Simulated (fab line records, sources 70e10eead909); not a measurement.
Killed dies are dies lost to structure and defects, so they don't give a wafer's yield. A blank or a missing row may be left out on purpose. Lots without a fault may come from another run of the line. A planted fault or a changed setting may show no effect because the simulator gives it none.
Which tool did it? | flow nand_harc | 12 lots, 36 wafers sampled, at 6 steps of a route of 1302

WHAT THE GAUGES READ, wafer by wafer
NHARC_P_GATE_CD_MEAS_91: target cd 2000 nm. Usual: cd_nm 1999.5 nm, standard deviation 1.6.
lot  | measured     | on        | cd_nm (nm)           | flag
L714 | day 6 13:39  | cd_sem-02 | 2003.6 2003.0 2000.5 |
L718 | day 8 05:48  | cd_sem-03 | - - -                | OFF
L721 | day 9 06:31  | cd_sem-02 | 1998.9 2000.4 1997.7 |
L726 | day 11 20:49 | cd_sem-03 | 1999.0 1998.8 1998.9 |
L727 | day 11 21:18 | cd_sem-03 | 1997.8 1999.7 2000.9 |
L728 | day 12 10:36 | cd_sem-02 | 1999.3 1999.4 2002.0 |
L730 | day 13 06:55 | cd_sem-01 | 1998.8 1997.8 2000.3 |
L731 | day 13 20:21 | cd_sem-03 | 2001.0 1999.8 2001.1 |
L732 | day 14 00:26 | cd_sem-03 | 1998.9 1999.7 2002.5 |
L733 | day 14 05:04 | cd_sem-03 | 2000.8 1998.1 1998.7 |
L734 | day 14 20:44 | cd_sem-02 | 1999.4 1999.9 1998.0 |
L735 | day 15 00:58 | cd_sem-02 | 1999.5 1996.0 1999.8 |

NHARC_END_SORT_01. Usual: killed_at_array 52, standard deviation 18; killed_at_other 0.6, standard deviation 0.83; killed_at_periphery 4.3, standard deviation 2.8; killed_dies 57, standard deviation 19; killed_open 3.4, standard deviation 2; killed_short 2.5, standard deviation 1.7.
lot  | measured     | on        | killed_at_array | killed_at_other | killed_at_periphery | killed_dies | killed_open | killed_short | flag
L718 | day 26 12:28 | prober-02 | 50 56 46        | 1 1 0           | 626 620 631         | 677 677 677 | 2 4 1       | 3 3 1        | OFF

WHICH TOOL RAN EACH LOT (tool, then ch and the chambers of the sampled wafers, then the start)
lot  | NHARC_P_GATE_DESCUM_31             | NHARC_P_GATE_HM_OPEN_105                      | NHARC_P_GATE_STRIP_111               | NHARC_P_GATE_EXPOSE_88
L714 | rie_diel-11 ch 0,1,3, day 5 22:28  | rie_diel-11 ch 0,1, day 6 10:41 or earlier    | plasma_asher-01 ch 0,1, day 6 10:41  | krf_scanner-04 ch 0, day 6 13:29
L718 | rie_diel-07 ch 0,1, day 7 14:41    | rie_diel-07 ch 0,1,2, day 8 03:00 or earlier  | plasma_asher-02 ch 0,1, day 8 03:00  | krf_scanner-04 ch 0, day 8 05:39
L721 | rie_diel-11 ch 0,1,3, day 8 15:18  | rie_diel-11 ch 0,2,3, day 9 03:38 or earlier  | plasma_asher-02 ch 0,1, day 9 03:38  | krf_scanner-02 ch 0, day 9 06:22
L726 | rie_diel-06 ch 0,1,3, day 11 03:42 | rie_diel-06 ch 0,1, day 11 18:17 or earlier   | plasma_asher-02 ch 0,1, day 11 18:17 | krf_scanner-04 ch 0, day 11 20:40
L727 | rie_diel-06 ch 0,2,3, day 11 04:25 | rie_diel-06 ch 0,3, day 11 16:38 or earlier   | plasma_asher-01 ch 0, day 11 16:38   | krf_scanner-03 ch 0, day 11 21:08
L728 | rie_diel-07 ch 0,2, day 11 19:07   | rie_diel-07 ch 2,3, day 12 07:40 or earlier   | plasma_asher-01 ch 0,1, day 12 07:40 | krf_scanner-02 ch 0, day 12 10:26
L730 | rie_diel-07 ch 1,2,3, day 12 15:39 | rie_diel-07 ch 0,2,3, day 13 04:04 or earlier | plasma_asher-01 ch 0,1, day 13 04:04 | krf_scanner-04 ch 0, day 13 06:45
L731 | rie_diel-07 ch 1,2,3, day 13 02:56 | rie_diel-07 ch 0,1,3, day 13 17:25 or earlier | plasma_asher-02 ch 0,1, day 13 17:25 | krf_scanner-02 ch 0, day 13 20:11
L732 | rie_diel-11 ch 0,1,2, day 13 09:04 | rie_diel-11 ch 1,2, day 13 21:31 or earlier   | plasma_asher-01 ch 0,1, day 13 21:31 | krf_scanner-04 ch 0, day 14 00:17
L733 | rie_diel-06 ch 1,2,3, day 13 13:48 | rie_diel-06 ch 2,3, day 14 02:15 or earlier   | plasma_asher-02 ch 0,1, day 14 02:15 | krf_scanner-04 ch 0, day 14 04:55
L734 | rie_diel-07 ch 0,2,3, day 14 05:33 | rie_diel-07 ch 0,1,2, day 14 17:56 or earlier | plasma_asher-02 ch 0,1, day 14 17:56 | krf_scanner-04 ch 0, day 14 20:35
L735 | rie_diel-11 ch 0,1,3, day 14 09:50 | rie_diel-11 ch 0,1,3, day 14 22:10 or earlier | plasma_asher-02 ch 0,1, day 14 22:10 | krf_scanner-04 ch 0, day 15 00:48
- NHARC_P_GATE_DESCUM_31: chemistry O2, time 3 s.
- NHARC_P_GATE_HM_OPEN_105: chemistry O2/COS, target depth 360 nm.
- NHARC_P_GATE_STRIP_111: strips in N2/H2, time 250 s.
- NHARC_P_GATE_EXPOSE_88: exposes mask P HVN, target cd 2000 nm.

WHAT THE TOOLS THEMSELVES READ (means of the sampled wafers that have a number; where no wafer has one, the mark that the record gives instead)
NHARC_P_GATE_DESCUM_31. Usual: drypump_motor_current_A 5.7 A, standard deviation 0.48; oes_product_au 1.000 a.u., standard deviation 0.0083; rf_vpp_V 57.7 V, standard deviation 0.92; showerhead_plenum_p_Torr 1.89 Torr, standard deviation 0.081; throttle_valve_pct 11.312 %, standard deviation 0.0085.
lot  | tool        | drypump_motor_current_A (A) | oes_product_au (a.u.) | rf_vpp_V (V) | showerhead_plenum_p_Torr (Torr) | throttle_valve_pct (%) | flag
L714 | rie_diel-11 | 5.5                         | 0.997                 | 57.8         | 1.85                            | 11.308                 |
L718 | rie_diel-07 | 5.7                         | 1.006                 | 57.2         | 1.86                            | 11.306                 |
L721 | rie_diel-11 | 5.5                         | 1.001                 | 57.4         | 1.85                            | 11.311                 |
L726 | rie_diel-06 | 5.6                         | 1.001                 | 58.1         | 1.93                            | 11.314                 |
L727 | rie_diel-06 | 5.9                         | 0.998                 | 59.4         | 1.88                            | 11.323                 |
L728 | rie_diel-07 | 6.2                         | 0.993                 | 58.2         | 2.01                            | 11.298                 |
L730 | rie_diel-07 | 5.7                         | 0.993                 | 57.3         | 1.89                            | 11.316                 |
L731 | rie_diel-07 | 5.7                         | 1.003                 | 57.8         | 1.89                            | 11.314                 |
L732 | rie_diel-11 | 6.0                         | 0.995                 | 57.4         | 1.86                            | 11.311                 |
L733 | rie_diel-06 | 5.5                         | 1.003                 | 58.2         | 1.90                            | 11.310                 |
L734 | rie_diel-07 | 6.1                         | 1.004                 | 57.9         | 1.95                            | 11.310                 |
L735 | rie_diel-11 | 5.5                         | 0.996                 | 56.8         | 1.84                            | 11.319                 |

NHARC_P_GATE_HM_OPEN_105. Usual: drypump_motor_current_A 5.7 A, standard deviation 0.49; oes_product_au 1.000 a.u., standard deviation 0.0082; rf_vpp_V 466.2 V, standard deviation 2.8; showerhead_plenum_p_Torr 3.08 Torr, standard deviation 0.13; throttle_valve_pct 28.330 %, standard deviation 0.0092.
lot  | tool        | drypump_motor_current_A (A) | oes_product_au (a.u.) | rf_vpp_V (V) | showerhead_plenum_p_Torr (Torr) | throttle_valve_pct (%) | flag
L714 | rie_diel-11 | 5.7                         | 0.993                 | 466.5        | 3.08                            | 28.325                 |
L718 | rie_diel-07 | 5.8                         | 0.994                 | 468.6        | 3.18                            | 28.327                 |
L721 | rie_diel-11 | 5.7                         | 0.996                 | 464.2        | 2.98                            | 28.329                 |
L726 | rie_diel-06 | 5.4                         | 1.006                 | 467.2        | 3.14                            | 28.329                 |
L727 | rie_diel-06 | 6.0                         | 0.997                 | 467.8        | 3.13                            | 28.326                 |
L728 | rie_diel-07 | 5.7                         | 0.994                 | 468.5        | 3.22                            | 28.328                 |
L730 | rie_diel-07 | 6.1                         | 0.999                 | 468.4        | 3.19                            | 28.330                 |
L731 | rie_diel-07 | 6.0                         | 1.008                 | 466.1        | 3.06                            | 28.328                 |
L732 | rie_diel-11 | 6.1                         | 0.992                 | 466.2        | 3.05                            | 28.321                 |
L733 | rie_diel-06 | 5.8                         | 1.011                 | 467.2        | 3.11                            | 28.338                 |
L734 | rie_diel-07 | 5.8                         | 1.003                 | 467.7        | 3.18                            | 28.333                 |
L735 | rie_diel-11 | 5.5                         | 0.993                 | 463.9        | 3.02                            | 28.334                 |

NHARC_P_GATE_STRIP_111. Usual: drypump_motor_current_A 5.88 A, standard deviation 0.12; heater_power_w 79 W, standard deviation 11.
lot  | tool            | drypump_motor_current_A (A) | heater_power_w (W) | flag
L714 | plasma_asher-01 | 5.77                        | 82                 |
L718 | plasma_asher-02 | 5.95                        | 88                 |
L721 | plasma_asher-02 | 5.91                        | 81                 |
L726 | plasma_asher-02 | 5.91                        | 80                 |
L727 | plasma_asher-01 | 5.92                        | 67                 |
L728 | plasma_asher-01 | 5.85                        | 72                 |
L730 | plasma_asher-01 | 5.78                        | 77                 |
L731 | plasma_asher-02 | 5.97                        | 84                 |
L732 | plasma_asher-01 | 5.84                        | 72                 |
L733 | plasma_asher-02 | 5.96                        | 83                 |
L734 | plasma_asher-02 | 5.92                        | 80                 |
L735 | plasma_asher-02 | 5.91                        | 80                 |

THE ANSWER, worked out from the rows above alone
Rule: a lot is off if the mean of its wafers that have a number lies more than 3 standard deviations from the usual mean. A lot without any number at a reading at which 4 lots or more have one is off too. The other lots that the step has rows for count as sound. The gauges are gone through in route order, then the tools' own readings, and for those a lot's mean is taken as printed above. The first step at which some lot is off is used, and at that step the reading that is off furthest; a lot without a number counts as furthest.
Off: L718, at NHARC_P_GATE_CD_MEAS_91 (cd_nm). Without a number there: L718.
A tool fits if, at a process step before that reading, it ran every lot that is off, and no sound lot after the first of them. The gauges at NHARC_P_GATE_CD_MEAS_91 aren't tried: what is off there is off at NHARC_END_SORT_01 too, on other tools, and a gauge's error can't cause that. NHARC_P_GATE_HM_OPEN_105 gives no start for some lots, so the hours and the order of its lots are those of NHARC_P_GATE_STRIP_111. None of those tried fits.

WHAT THE SIMULATOR HAD PUT IN
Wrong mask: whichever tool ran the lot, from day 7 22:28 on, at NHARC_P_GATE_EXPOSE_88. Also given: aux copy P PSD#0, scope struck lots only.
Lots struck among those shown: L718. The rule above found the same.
